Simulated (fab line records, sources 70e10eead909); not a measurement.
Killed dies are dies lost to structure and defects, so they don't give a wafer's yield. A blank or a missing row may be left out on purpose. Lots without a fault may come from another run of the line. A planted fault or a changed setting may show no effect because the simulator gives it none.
fab line records | flow nand_harc | part 1 of 2: steps 1 to 4 of 6
record lots=22 wafers=66 last_day=34
route steps=1302 shown A_SLIT@938 A_WL_FILL@967 A_CONTACT@1003
lots that met no fault: from a run of the same line without faults
start_h: hours from the record's first day to the start of the lot's first wafer shown | wait_h: hours since the lot's step before | " the same as in the row above | L1.1+2: a row that stands for several wafers | - no value, or no start given | * or withheld: withheld | < > ~ a bound
route shown NAME@n: a module of which the file shows steps, and the number in the route of the first | usual: mean/standard deviation of fault-free wafers | same: alike in all rows | chamber/n: place in a boat | sites: the reading at each site | _std_site: their standard deviation | _edge_site: outer sites' mean less inner sites' | radius_mm: how far each site lies from the wafer's centre | mask NAME#n: copy n | behind: the tool/chamber that last shaped the wafer | hold: why the lot was held/for how many hours/how that ended | device: the transistor (n, p or np) that didn't switch | end of line: the same wafers' tests at the end of the route | a step without rows: its recipe alone | killed: dies lost to structure and defects at the first sort, not the wafer's yield | map: a wafer's dies, x killed, . not, _ none there
set.NAME: the setting as run; set.NAME@STEP: as run at that earlier step | model.NAME: the simulator's own value behind a step, which no gauge read
steps of the route over a sample of lots; a table a step, a row a wafer
services: from which hour (start_h, from the record's first day; less than 0 if before it) a tool's chamber was out of use, for how many hours, and why
## steps
# step NHARC_A_SLIT_ETCH_15
# recipe target_depth_a=62000 over_etch_frac=0.3 time_s=1612 ion_energy_ev=150 o2_flow_sccm=400 cos_flow_sccm=20 ar_flow_sccm=0 rf_w=500 bias_w=300 chemistry=O2/COS
# usual drypump_motor_current_A=5.6/0.5 mfc_ar_sccm=0.011/0.014 oes_product_au=1.001/0.01 rf_vpp_V=315.2/1.9 showerhead_plenum_p_Torr=3.19/0.12 throttle_valve_pct=28.330/0.0082
# columns lot.wafer tool chamber start_h wait_h drypump_motor_current_A mfc_ar_sccm oes_product_au rf_hours_counter_h rf_vpp_V showerhead_plenum_p_Torr throttle_valve_pct
L074.1 rie_diel-08 0 - - 5.1 0.018 0.999 3.2 313.0 3.03 28.336
L074.4 " 2 " " 5.8 0 0.985 3.8 316.8 3.25 28.332
L074.2 " 3 " " 5.3 0.025 0.984 3.1 314.1 3.17 28.337
L075.2 rie_diel-10 3 - - 5.2 0 0.989 2.7 316.9 3.33 28.342
L075.1 " 2 " " 5.0 0 1.013 2.9 316.3 3.32 28.333
L075.5 " 0 " " 6.7 0 1.000 - 315.8 3.09 28.321
L076.2 rie_diel-08 0 - - 5.1 0.018 1.011 4.4 312.6 3.03 28.324
L076.1 " 1 " " 6.2 0 0.995 5.0 313.0 3.16 28.328
L076.4 " 3 " " 5.3 0.025 1.005 3.7 316.0 3.17 28.326
L077.1 rie_diel-05 3 - - 6.2 0.030 1.000 1.7 318.6 3.29 28.332
L077.2 " 0 " " 5.9 0.026 1.001 1.6 313.9 3.14 28.316
L077.4 " 2 " " 5.7 0.038 0.994 1.9 318.4 3.33 28.342
L079.1 rie_diel-10 1 - - 5.4 0 1.010 4.5 311.8 2.95 28.320
L079.2 " 2 " " 5.1 0 1.019 5.0 315.8 3.32 28.335
L079.4 " 3 " " 5.2 0 0.987 5.6 319.3 3.33 28.320
L081.4 rie_diel-05 1 - - 5.1 0 0.991 3.4 316.5 3.33 28.315
L081.5 " 0 " " 5.9 0.026 1.001 - 314.7 3.14 28.319
L081.6 " 1 " " 5.1 0 0.988 - 318.6 3.33 28.322
L082.4 rie_diel-10 1 - - 5.5 0 1.004 8.1 310.1 2.95 28.337
L082.5 " 1 " " 5.5 0 0.998 - 312.0 2.95 28.328
L082.6 " 2 " " 5.0 0 1.010 - 317.6 3.32 28.326
L083.2 rie_diel-05 2 - - 5.7 0.038 0.994 5.1 317.5 3.33 28.329
L083.3 " 3 " " 6.2 0.030 0.990 5.5 317.8 3.29 28.318
L083.5 " 1 " " 5.1 0 0.992 - 317.9 3.33 28.329
L084.1 rie_diel-08 3 - - 5.3 0.025 0.997 0.4 315.0 3.17 28.329
L084.2 " 0 " " 5.1 0.018 1.004 0.5 312.0 3.03 28.314
L084.6 " 0 " " 5.1 0.018 1.002 - 312.5 3.03 28.333
L085.3 rie_diel-10 3 - - 5.2 0 0.999 9.1 315.9 3.33 28.318
L085.2 " 2 " " 5.0 0 1.010 9.4 315.8 3.32 28.326
L085.6 " 3 " " 5.2 0 0.995 - 318.0 3.33 28.316
L087.4 rie_diel-05 1 - - 5.1 0 0.998 8.0 317.5 3.33 28.331
L087.6 " 2 " " 5.7 0.038 1.007 - 318.4 3.33 28.318
L087.5 " 3 " " 6.2 0.030 0.996 - 316.5 3.29 28.322
L088.4 rie_diel-10 2 - - 5.0 0 1.018 10.1 316.2 3.32 28.346
L088.2 " 3 " " 5.2 0 0.992 10.1 317.5 3.33 28.345
L088.5 " 2 " " 5.0 0 1.027 - 317.5 3.32 28.335
L086.3 rie_diel-08 2 - - 5.8 0 0.998 1.8 315.8 3.25 28.330
L086.4 " 3 " " 5.3 0.025 0.995 1.9 314.6 3.17 28.334
L086.1 " 1 " " 6.2 0 0.985 1.8 315.3 3.16 28.325
L089.4 rie_diel-08 2 - - 5.7 0 1.006 2.7 315.6 3.25 28.318
L089.1 " 0 " " 5.1 0.018 0.993 2.4 314.0 3.02 28.330
L089.2 " 1 " " 6.2 0 0.997 2.3 314.8 3.16 28.337
L091.3 rie_diel-05 3 - - 6.2 0.030 1.007 0.7 317.7 3.29 28.338
L091.2 " 1 " " 5.1 0 1.015 0.8 317.7 3.33 28.320
L091.6 " 3 " " 6.1 0.030 1.002 - 316.2 3.29 28.359
L090.4 rie_diel-08 3 - - 5.3 0.025 0.993 4.8 314.6 3.16 28.330
L090.1 " 0 " " 5.0 0.018 0.998 3.5 313.1 3.03 28.326
L090.3 " 1 " " 6.2 0 1.003 3.6 314.3 3.16 28.339
L092.3 rie_diel-10 0 - - 6.7 0 1.011 0.6 313.8 3.08 28.329
L092.2 " 1 " " 5.5 0 0.991 0.4 312.3 2.94 28.325
L092.5 " 3 " " 5.2 0 1.012 - 317.9 3.32 28.334
L094.4 rie_diel-08 1 - - 6.2 0 0.996 4.8 314.4 3.15 28.341
L094.1 " 2 " " 5.7 0 1.007 5.9 314.2 3.25 28.318
L094.3 " 0 " " 5.1 0.018 0.993 5.4 314.1 3.02 28.339
L093.3 rie_diel-05 3 - - 6.2 0.030 1.013 2.1 316.9 3.29 28.314
L093.2 " 0 " " 5.9 0.026 0.996 1.9 313.2 3.14 28.332
L093.6 " 3 " " 6.2 0.030 1.003 - 316.0 3.29 28.333
L096.4 rie_diel-05 1 - - 5.1 0 1.013 3.2 318.2 3.33 28.334
L096.2 " 2 " " 5.7 0.038 1.012 3.6 316.5 3.33 28.320
L096.6 " 2 " " 5.7 0.038 1.014 - 316.5 3.33 28.332
L095.2 rie_diel-08 1 - - 6.2 0 1.010 6.3 313.8 3.15 28.328
L095.4 " 3 " " 5.3 0.025 1.002 7.7 314.6 3.16 28.315
L095.5 " 1 " " 6.2 0 0.991 - 315.1 3.15 28.326
L097.3 rie_diel-08 2 - - 5.7 0 1.009 10.1 315.4 3.24 28.314
L097.1 " 0 " " 5.1 0.018 1.006 8.7 313.1 3.02 28.327
L097.5 " 2 " " 5.7 0 1.008 - 314.7 3.24 28.327
# step NHARC_A_WL_FILL_STRIP_29
# recipe time_s=20 o2_flow_sccm=500 ar_flow_sccm=0 bias_w=0 chemistry=O2
# usual drypump_motor_current_A=5.8/0.46 mfc_ar_sccm=0.009/0.013 oes_product_au=0.998/0.01 rf_vpp_V=57.8/0.9 showerhead_plenum_p_Torr=3.52/0.14 throttle_valve_pct=17.036/0.0097
# columns lot.wafer tool chamber start_h wait_h drypump_motor_current_A mfc_ar_sccm oes_product_au rf_hours_counter_h rf_vpp_V showerhead_plenum_p_Torr throttle_valve_pct
L074.4 rie_diel-03 1 474.38 0.1 5.4 0 0.992 0.4 57.1 3.42 17.013
L074.1 " 2 " " 5.7 0.039 0.999 0.4 57.8 3.41 17.034
L074.2 " 0 " " 4.9 0.020 1.000 0.3 57.7 3.47 17.051
L075.1 rie_diel-03 2 486.85 0.1 5.7 0.039 0.996 0.8 56.8 3.41 17.045
L075.2 " 1 " " 5.3 0 0.988 0.9 56.9 3.42 17.023
L075.5 " 3 " " 6.1 0 1.008 - 58.9 3.53 17.027
L076.1 rie_diel-13 3 486.86 0.1 6.6 0 1.020 7.0 59.2 3.45 17.056
L076.2 " 1 " " 6.2 0.006 0.999 8.3 57.1 3.54 17.030
L076.4 " 2 " " 5.5 0 0.998 8.0 58.8 3.35 17.028
L077.2 rie_diel-13 0 498.48 0.1 6.2 0 1.009 8.4 57.5 3.69 17.035
L077.1 " 2 " " 5.5 0 1.008 8.4 59.0 3.35 17.034
L077.4 " 3 " " 6.5 0 1.025 7.3 58.8 3.45 17.036
L079.2 rie_diel-03 0 520.10 0.1 4.9 0.020 1.003 1.9 57.8 3.47 17.021
L079.4 " 1 " " 5.3 0 0.991 2.1 58.4 3.42 17.057
L079.1 " 2 " " 5.7 0.039 1.000 2.0 57.0 3.41 17.041
L081.4 rie_diel-12 3 547.72 0.1 6.2 0.014 0.992 3.4 58.2 3.31 17.025
L081.5 " 3 " " 6.2 0.014 0.998 - 57.0 3.31 17.048
L081.6 " 0 " " 5.9 0 0.985 - 57.3 3.79 17.034
L083.2 rie_diel-03 0 564.25 0.1 4.9 0.020 1.000 2.9 57.8 3.47 17.049
L083.3 " 1 " " 5.4 0 1.006 3.1 57.1 3.42 17.037
L083.5 " 0 " " 4.9 0.020 1.008 - 58.2 3.47 17.031
L082.4 rie_diel-12 3 564.28 0.1 6.2 0.014 0.991 - 57.7 3.31 17.025
L082.6 " 3 " " 6.2 0.014 0.992 - 56.6 3.31 17.030
L082.5 " 2 " " 5.6 0 0.982 - 58.1 3.71 17.050
L085.3 rie_diel-12 2 585.87 0.1 5.5 0 0.987 4.9 55.9 3.71 17.025
L085.2 " 3 " " 6.2 0.014 0.996 4.9 57.6 3.31 17.034
L085.6 " 1 " " 5.7 0.036 1.001 - 57.9 3.74 17.028
L084.1 rie_diel-13 3 587.32 0.1 6.5 0 1.009 3.2 57.2 3.44 17.026
L084.2 " 2 " " 5.5 0 0.993 3.3 56.8 3.35 17.037
L084.6 " 3 " " 6.5 0 1.002 - 58.8 3.44 17.049
L087.4 rie_diel-13 1 596.10 0.1 6.2 0.006 1.008 3.8 57.1 3.54 17.040
L087.5 " 0 " " 6.2 0 0.993 - 57.9 3.68 17.036
L087.6 " 1 " " 6.2 0.006 0.995 - 58.1 3.54 17.045
L088.4 rie_diel-03 0 601.10 0.1 5.0 0.020 0.989 4.2 57.9 3.47 17.051
L088.2 " 2 " " 5.7 0.039 0.986 4.1 58.0 3.41 17.037
L088.5 " 3 " " 6.1 0 1.009 - 57.7 3.53 17.030
L089.4 rie_diel-03 0 602.71 0.1 4.9 0.020 1.008 4.2 56.8 3.47 17.033
L089.1 " 2 " " 5.7 0.039 0.999 4.1 56.3 3.41 17.053
L089.2 " 3 " " 6.1 0 1.008 4.3 58.3 3.53 17.040
L086.4 rie_diel-13 1 603.19 0.1 6.2 0.006 0.991 4.4 57.9 3.54 17.030
L086.1 " 3 " " 6.5 0 1.012 3.8 56.7 3.44 17.023
L086.3 " 0 " " 6.2 0 0.995 4.1 57.9 3.68 17.015
L091.3 rie_diel-12 0 636.94 0.1 5.9 0 0.994 0.0 57.4 3.79 17.031
L091.2 " 1 " " 5.7 0.036 1.012 0.0 60.1 3.74 17.025
L091.6 " 1 " " 5.7 0.036 1.011 - 59.3 3.74 17.025
L090.1 rie_diel-13 0 637.98 0.1 6.2 0 1.008 5.7 58.8 3.68 17.038
L090.4 " 1 " " 6.2 0.006 0.993 5.7 57.6 3.54 17.029
L090.3 " 3 " " 6.5 0 1.018 5.3 57.1 3.44 17.034
L092.2 rie_diel-03 2 650.67 0.1 5.6 0.039 1.001 0.0 56.9 3.41 17.015
L092.3 " 3 " " 6.1 0 1.016 0.0 59.4 3.53 17.041
L092.5 " 2 " " 5.6 0.039 1.002 - 56.8 3.41 17.049
L094.1 rie_diel-12 0 662.39 0.1 5.9 0 0.980 0.9 59.1 3.79 17.046
L094.4 " 1 " " 5.7 0.036 0.994 0.9 57.9 3.74 17.024
L094.3 " 2 " " 5.6 0 0.978 1.1 58.8 3.70 17.039
L093.2 rie_diel-13 0 662.40 0.1 6.3 0 0.997 7.6 59.2 3.68 17.026
L093.3 " 2 " " 5.5 0 1.001 7.3 57.5 3.35 17.043
L093.6 " 0 " " 6.2 0 0.987 - 58.2 3.68 17.031
L095.2 rie_diel-13 1 684.30 0.1 6.2 0.006 0.999 8.9 57.2 3.53 17.044
L095.4 " 2 " " 5.6 0 0.994 8.6 56.9 3.35 17.030
L095.5 " 2 " " 5.6 0 1.002 - 56.8 3.35 17.046
L096.4 rie_diel-03 3 684.31 0.1 6.1 0 1.004 0.6 57.6 3.53 17.047
L096.2 " 1 " " 5.3 0 0.997 0.8 57.1 3.42 17.035
L096.6 " 3 " " 6.1 0 1.014 - 58.2 3.53 17.046
L097.3 rie_diel-12 3 725.17 0.1 6.2 0.014 0.993 2.9 57.2 3.31 17.042
L097.1 " 2 " " 5.6 0 0.969 2.2 58.7 3.70 17.048
L097.5 " 3 " " 6.2 0.014 0.996 - 55.0 3.31 17.045
# step NHARC_A_CONTACT_ETCH_50
# recipe target_depth_a=1210 time_s=60.5 cf4_flow_sccm=100 chf3_flow_sccm=30 ar_flow_sccm=0 rf_w=500 bias_w=200 chemistry=CF4/CHF3
# usual drypump_motor_current_A=6.0/0.4 mfc_ar_sccm=0.012/0.012 oes_product_au=0.948/0.026 rf_vpp_V=370.6/2.4 showerhead_plenum_p_Torr=1.58/0.07 throttle_valve_pct=16.804/0.011
# columns lot.wafer tool chamber start_h wait_h drypump_motor_current_A mfc_ar_sccm oes_product_au rf_hours_counter_h rf_vpp_V showerhead_plenum_p_Torr throttle_valve_pct
L074.2 rie_diel-06 2 - - 5.3 0 0.912 67 375.2 1.68 16.801
L074.1 " 3 " " 5.9 0.016 0.941 66 373.5 1.67 16.803
L074.4 " 0 " " 6.1 0 0.939 43 372.0 1.63 16.809
L075.2 rie_diel-06 3 502.71 - 5.8 0.016 1.007 0 374.7 1.67 16.790
L075.1 " 1 " " 5.8 0 0.988 0 373.1 1.66 16.816
L075.5 " 3 " " 5.9 0.016 1.010 - 373.6 1.67 16.809
L076.1 rie_diel-01 3 - - 6.2 0 0.930 40 366.9 1.49 16.801
L076.2 " 1 " " 5.7 0.017 0.921 40 370.6 1.59 16.786
L076.4 " 2 " " 6.0 0.016 0.938 43 370.1 1.56 16.811
L077.1 rie_diel-01 3 - - 6.2 0 0.925 43 368.2 1.49 16.820
L077.4 " 0 " " 5.3 0.022 0.938 39 368.3 1.51 16.817
L077.2 " 1 " " 5.6 0.017 0.917 43 372.1 1.59 16.803
L079.2 rie_diel-01 3 - - 6.2 0 0.916 51 364.8 1.49 16.783
L079.1 " 0 " " 5.4 0.022 0.933 46 368.1 1.51 16.787
L079.4 " 1 " " 5.7 0.017 0.916 51 370.6 1.58 16.794
L081.4 rie_diel-06 0 - - 6.2 0 0.926 18 372.4 1.63 16.813
L081.6 " 3 " " 5.8 0.016 0.916 - 373.3 1.67 16.813
L081.5 " 0 " " 6.2 0 0.923 - 372.0 1.63 16.809
L083.3 rie_diel-01 2 - - 6.0 0.016 0.961 2 370.0 1.55 16.791
L083.2 " 3 " " 6.2 0 0.955 1 365.9 1.48 16.786
L083.5 " 1 " " 5.6 0.017 0.959 - 369.6 1.58 16.814
L082.4 rie_diel-04 2 - - 6.3 0.033 0.972 5 369.1 1.51 16.805
L082.6 " 3 " " 6.4 0 0.973 - 370.1 1.58 16.808
L082.5 " 0 " " 5.8 0.029 0.954 - 368.3 1.52 16.801
L085.2 rie_diel-06 0 - - 6.2 0 0.936 29 371.8 1.62 16.789
L085.3 " 2 " " 5.3 0 0.913 29 372.4 1.67 16.817
L085.6 " 0 " " 6.2 0 0.937 - 369.6 1.62 16.822
L084.2 rie_diel-01 2 - - 6.0 0.016 0.975 8 369.0 1.55 16.806
L084.1 " 0 " " 5.4 0.022 0.964 6 370.0 1.51 16.809
L084.6 " 1 " " 5.6 0.017 0.975 - 372.4 1.58 16.798
L087.4 rie_diel-04 3 - - 6.5 0 0.953 9 369.8 1.58 16.815
L087.6 " 0 " " 5.8 0.029 0.942 - 367.7 1.52 16.810
L087.5 " 1 " " 6.6 0 0.962 - 375.5 1.69 16.812
L086.1 rie_diel-04 2 - - 6.3 0.033 0.952 11 368.5 1.51 16.810
L086.3 " 1 " " 6.6 0 0.951 11 373.6 1.69 16.805
L086.4 " 1 " " 6.6 0 0.965 - 374.4 1.69 16.805
L088.2 rie_diel-06 1 - - 5.8 0 0.908 34 373.1 1.65 16.806
L088.4 " 2 " " 5.3 0 0.923 36 374.4 1.67 16.815
L088.5 " 3 " " 5.9 0.016 0.937 - 374.0 1.66 16.794
L089.4 rie_diel-04 1 - - 6.6 0 0.972 12 372.7 1.69 16.797
L089.1 " 2 " " 6.3 0.033 0.971 12 369.1 1.51 16.798
L089.2 " 3 " " 6.4 0 0.974 12 369.8 1.58 16.790
L091.2 rie_diel-04 3 - - 6.5 0 0.954 18 370.7 1.58 16.799
L091.3 " 0 " " 5.8 0.029 0.957 16 369.9 1.51 16.818
L091.6 " 2 " " 6.4 0.033 0.965 - 368.7 1.51 16.797
L090.4 rie_diel-01 0 - - 5.3 0.022 0.918 22 368.5 1.50 16.795
L090.3 " 2 " " 5.9 0.016 0.927 24 369.8 1.55 16.812
L090.1 " 3 " " 6.2 0 0.916 22 367.7 1.48 16.800
L092.3 rie_diel-01 0 - - 5.4 0.022 0.967 27 368.7 1.50 16.786
L092.2 " 2 " " 6.0 0.016 0.971 28 370.0 1.55 16.809
L092.5 " 0 " " 5.4 0.022 0.970 - 367.7 1.50 16.813
L093.3 rie_diel-04 0 - - 5.8 0.029 0.946 20 368.7 1.51 16.808
L093.2 " 1 " " 6.6 0 0.969 22 373.9 1.69 16.795
L093.6 " 1 " " 6.6 0 0.964 - 373.8 1.69 16.793
L094.3 rie_diel-01 3 - - 6.3 0 0.899 31 367.2 1.48 16.806
L094.1 " 1 " " 5.6 0.017 0.900 37 371.1 1.57 16.810
L094.4 " 2 " " 6.0 0.016 0.931 32 368.5 1.55 16.796
L095.2 rie_diel-04 0 - - 5.8 0.029 0.938 23 368.8 1.51 16.820
L095.4 " 2 " " 6.4 0.033 0.976 25 368.2 1.51 16.801
L095.5 " 0 " " 5.8 0.029 0.934 - 369.5 1.51 16.817
L096.2 rie_diel-04 1 - - 6.6 0 0.922 26 374.8 1.68 16.828
L096.4 " 2 " " 6.3 0.033 0.946 26 369.1 1.51 16.805
L096.6 " 2 " " 6.4 0.033 0.952 - 369.3 1.51 16.801
L097.3 rie_diel-04 2 - - 6.3 0.033 0.992 1 369.2 1.51 16.797
L097.1 " 0 " " 5.8 0.029 0.959 1 370.0 1.51 16.808
L097.5 " 3 " " 6.5 0 0.981 - 371.3 1.58 16.806
# step NHARC_A_CONTACT_ETCH_117
# recipe source_w=withheld pressure_mtorr=20 bias_v=3000 time_s=190 target_depth_a=18500 ar_flow_sccm=withheld c4f8_flow_sccm=withheld o2_flow_sccm=withheld chemistry=C4F8/O2/Ar
# columns lot.wafer tool chamber start_h wait_h rf_hours_counter_h
L074.2 har_cap_etch-03 0 493.07 0.1 40
L074.1 " 1 " " 40
L074.4 " 1 " " -
L075.2 har_cap_etch-03 1 505.06 0.1 43
L075.1 " 0 " " 43
L075.5 " 1 " " -
L076.2 har_cap_etch-02 1 505.67 0.2 85
L076.1 " 0 " " 85
L076.4 " 1 " " -
L077.2 har_cap_etch-03 1 518.12 0.1 49
L077.1 " 0 " " 49
L077.4 " 0 " " -
L079.1 har_cap_etch-01 0 536.03 0.1 4
L079.2 " 1 " " 4
L079.4 " 1 " " -
L081.4 har_cap_etch-02 1 567.54 0.1 -
L081.5 " 1 " " -
L081.6 " 0 " " -
L083.2 har_cap_etch-02 1 582.76 0.1 101
L083.3 " 0 " " -
L083.5 " 1 " " -
L082.4 har_cap_etch-03 1 583.87 0.1 -
L082.5 " 1 " " -
L082.6 " 0 " " -
L085.2 har_cap_etch-01 1 601.27 0.2 13
L085.3 " 1 " " -
L085.6 " 0 " " -
L084.1 har_cap_etch-02 1 601.32 0.1 105
L084.2 " 0 " " 105
L084.6 " 0 " " -
L087.4 har_cap_etch-02 0 611.33 0.1 -
L087.6 " 0 " " -
L087.5 " 1 " " -
L088.2 har_cap_etch-01 0 621.43 0.1 17
L088.4 " 1 " " -
L088.5 " 1 " " -
L086.1 har_cap_etch-02 0 621.66 0.1 109
L086.3 " 0 " " -
L086.4 " 1 " " -
L089.2 har_cap_etch-03 1 625.51 0.1 67
L089.1 " 0 " " 67
L089.4 " 1 " " -
L091.2 har_cap_etch-02 1 652.81 0.1 116
L091.3 " 1 " " -
L091.6 " 1 " " -
L090.1 har_cap_etch-03 1 653.71 0.1 74
L090.4 " 0 " " -
L090.3 " 1 " " -
L092.2 har_cap_etch-03 0 666.81 0.1 76
L092.3 " 1 " " -
L092.5 " 0 " " -
L093.2 har_cap_etch-03 1 678.96 0.1 78
L093.3 " 1 " " -
L093.6 " 0 " " -
L094.1 har_cap_etch-01 1 679.28 0.1 28
L094.4 " 1 " " -
L094.3 " 0 " " -
L095.2 har_cap_etch-01 1 699.36 0.1 32
L095.4 " 1 " " -
L095.5 " 1 " " -
L096.2 har_cap_etch-03 0 700.65 0.1 84
L096.4 " 1 " " -
L096.6 " 0 " " -
L097.1 har_cap_etch-01 1 741.30 0.1 36
L097.3 " 1 " " -
L097.5 " 1 " " -
